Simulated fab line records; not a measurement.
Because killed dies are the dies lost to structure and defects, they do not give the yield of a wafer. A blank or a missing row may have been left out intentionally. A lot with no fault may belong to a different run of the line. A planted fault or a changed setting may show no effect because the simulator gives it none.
A lot that was struck, set against a sound lot    flow nand-harc    14 out of 1159 route steps
Sound: wafers L756.2, L756.3, L756.5. Struck: wafer L764.4 (left out: L764.6, a lot-mate that was not struck); the cause follows at the end.
At each step with rows: each side's tool, then ch and its chambers, then its first start. Under that, the readings that differ: sound wafers    struck wafers    difference of the means    sigmas: that difference in standard deviations of wafers without a fault.
alike: readings whose means differ by less than 2 such deviations, and words and numbers that are the same on both sides. not compared: withheld readings, readings that some wafer has no value for, bounds like >300 that may hide the same value, and numbers for which the record gives no deviation and whose values overlap.
Wherever a step has rows on one side only, a row that says differs or no value, or a row with sigmas, the two part there. Non-overlapping numbers with no deviation appear without sigmas and do not part them. A reading that every wafer of one side lacks parts them only if that side has two wafers or more.

first, 4 steps without rows for these wafers: NHARC_P_CONTACT_ETCH_36 (etches the open film in N2/H2, target depth 260 nm, time 406.25 s); NHARC_P_CONTACT_ETCH_18 (etches the open film in C4F8/O2/Ar, target depth 481 nm, time 240.5 s); NHARC_P_CONTACT_STRIP_37 (strips in C4F8/O2/Ar); NHARC_P_CONTACT_ETCH_31 (etches the open film in CH3F/O2, target depth 30 nm, time 85.7 s).
NHARC_P_CONTACT_CD_MEAS_19:
  sound: cd-sem-02 at day 6 07:04; struck: cd-sem-01 at day 7 22:58
  alike: cd-nm
NHARC_P_CONTACT_STRIP_28: strips in O2.
  sound on rie-diel-12 ch 0,1,3, day 6 07:08; struck on rie-diel-12 ch 3, day 7 23:05
reading       sound           struck  difference  sigmas
rf-vpp-V (V)  58.0 56.9 57.1  59.5    +2.2        +2
  alike: drypump-motor-current-A, o2-flow-sccm, oes-product-au, showerhead-plenum-p-Torr, throttle-valve-pct
  not compared: rf-hours-counter-h
then, 1 step without rows for these wafers: NHARC_P_CONTACT_STRIP_29 (strips in post etch residue remover, time 1200 s).
NHARC_P_CONTACT_DEGAS_38: time 60 s.
  sound: pvd-sputter-02 at day 6 07:47; struck: pvd-sputter-03 at day 7 23:41
  alike: heater-power-w
then, 1 step without rows for these wafers: NHARC_P_CONTACT_PRE_CLEAN_39 (time 19.5 s).
NHARC_P_CONTACT_PVD_32: deposits Ti, target thk 5 nm, time 17.7 s.
  sound on pvd-sputter-02; struck on pvd-sputter-03
  alike: throttle-valve-pct
NHARC_P_CONTACT_ALD_22: deposits TiN, target thk 3 nm, pulse time 1 s, ald cycles 150.
  sound on ald-metal-04 ch 0,1,3, day 6 08:04; struck on ald-metal-03 ch 1, day 7 23:58
  alike: heater-power-outer-w, heater-power-w, precursor-pulse-height-rel
  not compared: since-wet-clean-h
NHARC_P_CONTACT_CVD_23: deposits W, target thk 200 nm, time 557 s.
  sound on cvd-w-02 ch 1; struck on cvd-w-02 ch 1
  alike: heater-power-outer-w, heater-power-w, throttle-valve-pct
  not compared: since-wet-clean-h
NHARC_P_CONTACT_CMP_24: polishes, t overpolish 30 s, target thk 200 nm.
  sound on cmp-02 ch 0,1, day 6 12:39; struck on cmp-02 ch 3, day 8 00:47
reading                 sound           struck  difference  sigmas
time-to-endpoint-s (s)  42.9 43.7 42.1  21.0    -21.9       -10
  alike: motor-current-A, overpolish-run-s
-- break in the record here, with 13 days between the starts of the struck wafers on either side (left off in module P_CONTACT, picked up again in module END, where the first step shown is number 1159 on the route) --
NHARC_END_SORT_01:
  sound on prober-01 ch 0, day 19 20:40; struck on prober-02 ch 0, day 21 08:32
reading      sound  struck  difference  sigmas
killed-open  1 2 8  0       -4          -2
  alike: killed-at-array, killed-at-other, killed-at-periphery, killed-dies, killed-short

WHERE THEY PART
Last at NHARC_END_SORT_01 as far as this record goes, first at NHARC_P_CONTACT_STRIP_28.

WHY: whatever the simulator had introduced
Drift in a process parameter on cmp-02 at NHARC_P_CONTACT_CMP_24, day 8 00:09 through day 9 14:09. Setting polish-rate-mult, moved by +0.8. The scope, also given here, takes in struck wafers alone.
